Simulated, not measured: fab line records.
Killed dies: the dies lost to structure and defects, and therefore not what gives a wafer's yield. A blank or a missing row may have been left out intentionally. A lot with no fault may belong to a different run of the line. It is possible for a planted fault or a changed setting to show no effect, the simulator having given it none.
The tool behind it: which one? ; flow nand_harc ; Sampling: 24 lots, 72 wafers, 2 of 1302 route steps

== WHAT THE GAUGES READ, wafer by wafer ==
NHARC_A_CONTACT_OVL_MEAS_70.
lot;measured;on;overlay_x_nm (nm);overlay_y_nm (nm)
L075;day 22 10:14;overlay-02;-0.4 -0.8 -1.0;1.2 0.6 0.2
L076;day 22 13:19;overlay-01;-0.1 -0.1 -0.4;1.5 1.1 1.6
L074;day 22 16:53;overlay-02;0.1 0.8 0.1;1.0 1.3 1.4
L077;day 22 20:11;overlay-01;1.4 1.1 1.9;1.0 1.3 1.1
L078;day 22 20:28;overlay-02;-0.2 -0.2 -0.2;-1.9 -1.3 -1.8
L080;day 23 10:21;overlay-02;0.4 0.8 0.8;0.5 1.2 0.8
L079;day 23 18:16;overlay-01;-0.7 -1.2 -0.5;0.8 0.4 -0.3
L084;day 25 08:12;overlay-01;-1.2 -1.5 -1.6;0.7 0.4 0.4
L082;day 25 13:55;overlay-01;1.9 1.4 1.3;0.9 1.0 1.3
L081;day 25 20:35;overlay-02;0.0 -0.1 -0.4;-0.7 -0.3 -1.1
L083;day 25 20:33;overlay-01;-0.7 -0.5 -0.5;-2.0 -2.4 -2.3
L085;day 26 07:17;overlay-01;-0.8 -0.6 -0.7;0.0 -0.1 -0.5
L086;day 26 16:00;overlay-01;0.6 0.4 0.5;-1.2 -0.3 -0.4
L088;day 27 10:10;overlay-01;0.4 0.8 0.8;-0.9 -0.1 -1.1
L089;day 27 16:09;overlay-02;-0.5 -0.6 -0.7;-1.2 -1.2 -1.2
L087;day 27 21:10;overlay-01;-0.1 0.3 0.1;-0.6 -0.7 -0.6
L091;day 28 09:10;overlay-02;0.1 0.1 -0.5;-0.5 -0.7 -0.5
L090;day 28 12:47;overlay-01;-0.2 0.4 0.1;-1.4 -1.5 -1.4
L092;day 28 16:45;overlay-02;0.8 1.1 0.7;1.2 0.0 0.1
L094;day 29 09:35;overlay-01;1.0 0.3 1.0;0.1 0.6 0.5
L093;day 29 12:42;overlay-02;0.1 0.7 0.4;-0.8 0.2 -0.2
L097;day 30 21:40;overlay-02;0.4 -0.6 -0.2;0.2 0.6 0.2
L096;day 31 02:16;overlay-02;-0.2 -0.7 -0.2;-1.2 -0.8 -1.1
L095;day 31 17:00;overlay-01;0.3 -0.1 0.2;0.1 0.3 0.2

== EACH LOT AND THE TOOL THAT RAN IT (in order: tool; ch and the chambers of the sampled wafers; start) ==
lot;NHARC_A_CONTACT_ETCH_114
L075;har_cap_etch-02 ch 0,1, day 22 01:48
L076;har_cap_etch-03 ch 0,1, day 22 01:51
L074;har_cap_etch-02 ch 0,1, day 22 07:47
L077;har_cap_etch-01 ch 1, day 22 12:20
L078;har_cap_etch-03 ch 0,1, day 22 12:37
L080;har_cap_etch-03 ch 0,1, day 23 00:40
L079;har_cap_etch-02 ch 0,1, day 23 09:38
L084;har_cap_etch-03 ch 0, day 25 00:29
L082;har_cap_etch-02 ch 0,1, day 25 04:10
L081;har_cap_etch-03 ch 0,1, day 25 11:00
L083;har_cap_etch-02 ch 0,1, day 25 11:22
L085;har_cap_etch-03 ch 0,1, day 25 23:21
L086;har_cap_etch-01 ch 0,1, day 26 03:02
L088;har_cap_etch-03 ch 0,1, day 27 02:22
L089;har_cap_etch-02 ch 0,1, day 27 07:13
L087;har_cap_etch-03 ch 0,1, day 27 13:01
L091;har_cap_etch-02 ch 0,1, day 28 01:28
L090;har_cap_etch-03 ch 0,1, day 28 04:38
L092;har_cap_etch-01 ch 0,1, day 28 09:03
L094;har_cap_etch-02 ch 0,1, day 28 23:26
L093;har_cap_etch-01 ch 0,1, day 29 00:43
L097;har_cap_etch-03 ch 0,1, day 30 12:20
L096;har_cap_etch-02 ch 0,1, day 30 17:52
L095;har_cap_etch-02 ch 0,1, day 31 06:32
- NHARC_A_CONTACT_ETCH_114: etches the open film in C4F8/O2/Ar, time 190 s, target depth 1850 nm.

== WHAT THE TOOLS THEMSELVES READ (means of the sampled wafers that have a number; where no wafer has one, the mark that the record gives instead) ==
The record holds no such reading with a usual standard deviation.

== THE ANSWER, worked out from the rows above alone ==
Rule: the usual values come from the lots themselves. The widest of any qualifying gaps counts: lots, ordered by their means at a reading, are off when they make up no more than a third of the lots, leave a main group of 4 or more, and stand apart from it by 3 or more times the standard deviation of that group's means. If all means in a main group match to the digits the tables above print for the reading, that group is not used. Also off: a lot with no number at a reading for which 4 or more lots have one. All remaining lots with rows at the step are treated as sound. The gauges are gone through in route order, then the tools' own readings, and for those a lot's mean is taken as printed above. The first step at which some lot is off is used, and at that step the reading that is off furthest; a lot without a number counts as furthest.
No lot is off on any of the readings shown, so nothing can be concluded from this.

== WHAT THE SIMULATOR HAD PUT IN ==
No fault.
